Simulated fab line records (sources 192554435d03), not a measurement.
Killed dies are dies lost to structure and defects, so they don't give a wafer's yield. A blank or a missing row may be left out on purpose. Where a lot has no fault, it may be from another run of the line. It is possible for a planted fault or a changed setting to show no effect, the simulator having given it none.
A lot that was struck, set against a sound lot :: flow n5Finfet :: 16 steps out of a route of 1938
Sound: wafers L926.1, L926.3, L926.6. Struck: wafer L934.5; the same lot's L934.6 was not struck, so it is left out; see the end for the cause.
For every step that has rows: the tool of each side, followed by ch and its chambers, followed by its first start. Under that, the readings that differ: sound wafers :: struck wafers :: difference of the means :: sigmas: that difference in standard deviations of wafers without a fault.
alike: readings with means less than 2 such deviations apart, plus words and numbers identical on both sides. not compared: withheld readings, readings lacking a value on some wafer, bounds such as >300 that could conceal the same value, and numbers that have no deviation in the record and whose values overlap.
Wherever a step has rows on one side only, a row that says differs or no value, or a row with sigmas, the two part there. Numbers that have no deviation but don't overlap get no sigmas and don't part them. Lack of a reading on every wafer of one side parts them only where that side has two or more wafers.

N5_MOL_CONTACT_COAG_OVL_MEAS_85:
  sound on overlay-02 ch 0, day 6 03:10; struck on overlay-02 ch 0, day 8 06:59
  alike: VG_OVL
N5_MOL_CONTACT_COAG_INSPECT_57: inspects for defects (brightfield).
  sound: defectInspect-02 at day 6 03:13; struck: defectInspect-02 at day 8 07:02
  alike: rawDefectCount
then, 1 step without rows for these wafers: N5_MOL_CONTACT_COAG_DESCUM_88 (chemistry O2, time 7 s).
N5_MOL_CONTACT_COAG_ETCH_89: etches underlayer in N2/H2, target depth 13 nm, time 10.4 s.
  sound on rieDiel-02 ch 0,1,2, day 6 03:55; struck on rieDiel-05 ch 2, day 8 07:07
  alike: drypumpMotorCurrentA, etchRfOnTimeS, oesProductAu, rfVppV, showerheadPlenumPTorr, throttleValvePct
  not compared: rfHoursCounterH
then, 1 step without rows for these wafers: N5_MOL_CONTACT_COAG_ETCH_90 (etches SiARC in CF4, target depth 13 nm, time 21.7 s).
N5_MOL_CONTACT_COAG_ALD_131: deposits SiO2, target thk 5 nm, pulse time 1 s, co reactant pulse time 1 s.
  sound on aldSin-01 ch 0,1,2, day 6 04:02; struck on aldSin-03 ch 2, day 8 07:16
  alike: heaterPowerW, precursorPulseHeightRel
N5_MOL_CONTACT_COAG_ETCHBACK_132: etches SiO2 in CHF3, target depth 10 nm, time 6.7 s.
  sound on rieDiel-04 ch 1,2, day 6 04:19; struck on rieDiel-04 ch 2, day 8 07:23
  alike: drypumpMotorCurrentA, oesProductAu, rfVppV, showerheadPlenumPTorr, throttleValvePct
  not compared: rfHoursCounterH
then, 3 steps without rows for these wafers: N5_MOL_CONTACT_COAG_ETCH_91 (etches SOC in N2/H2, target depth 60 nm, overetch 21 nm, time 101.2 s); N5_MOL_CONTACT_COAG_STRIP_92 (strips in N2/H2); N5_MOL_CONTACT_COAG_STRIP_93 (strips in N2/H2).
N5_MOL_CONTACT_COAG_ETCHBACK_135: etches SiO2 in CHF3, target depth 25 nm, time 16.7 s.
  sound on rieDiel-04 ch 1,2, day 6 04:26; struck on rieDiel-04 ch 2, day 8 07:31
  alike: drypumpMotorCurrentA, oesProductAu, rfVppV, showerheadPlenumPTorr, throttleValvePct
  not compared: rfHoursCounterH
then, 1 step without rows for these wafers: N5_MOL_CONTACT_COAG_STRIP_118 (strips in CHF3).
N5_MOL_CONTACT_COAG_VIA_ETCH_46: etches SiO2 in C4F6/O2, target depth 46 nm, overetch 9.2 nm, time 40 s.
  sound on rieDiel-04 ch 1,2, day 6 04:28; struck on rieDiel-04 ch 2, day 8 07:34
  alike: drypumpMotorCurrentA, oesProductAu, rfVppV, showerheadPlenumPTorr, throttleValvePct
  not compared: rfHoursCounterH, model.SOC_of_MOL_CONTACT_COAG_COAT_75.thkNm
N5_MOL_CONTACT_COAG_STRIP_96: strips in N2/H2.
  sound on rieDiel-04 ch 1,2, day 6 04:32; struck on rieDiel-04 ch 2, day 8 07:37
  alike: drypumpMotorCurrentA, oesProductAu, rfVppV, showerheadPlenumPTorr, throttleValvePct
  not compared: rfHoursCounterH
-- a jump in the record: the struck wafers' starts before and after are 3 days apart (it breaks off in module MOL_CONTACT_COAG and resumes in module BEOL_M4, where the first step shown is number 1111 of the route) --
N5_BEOL_M4_RC_MEAS_101:
  sound on prober-02 ch 0, day 9 03:23; struck on prober-01 ch 0, day 11 01:29
  alike: DIBL_N, DIBL_P, IOFF_N, IOFF_P, ION_N, ION_P, SS_N, SS_P, VT_N, VT_P
-- record jumps: 5 days separate the struck wafers' starts on either side; left off in module BEOL_M4, taken up again in module PASSIVATION, whose first shown step is the route's number 1936 --
N5_PASSIVATION_PROBE_49:
  record: rows for the struck wafers here (prober-02, day 16 01:30), none for the sound ones

== WHERE THEY PART ==
Only at N5_PASSIVATION_PROBE_49, as far as this record shows.

WHY: what the simulator had put in
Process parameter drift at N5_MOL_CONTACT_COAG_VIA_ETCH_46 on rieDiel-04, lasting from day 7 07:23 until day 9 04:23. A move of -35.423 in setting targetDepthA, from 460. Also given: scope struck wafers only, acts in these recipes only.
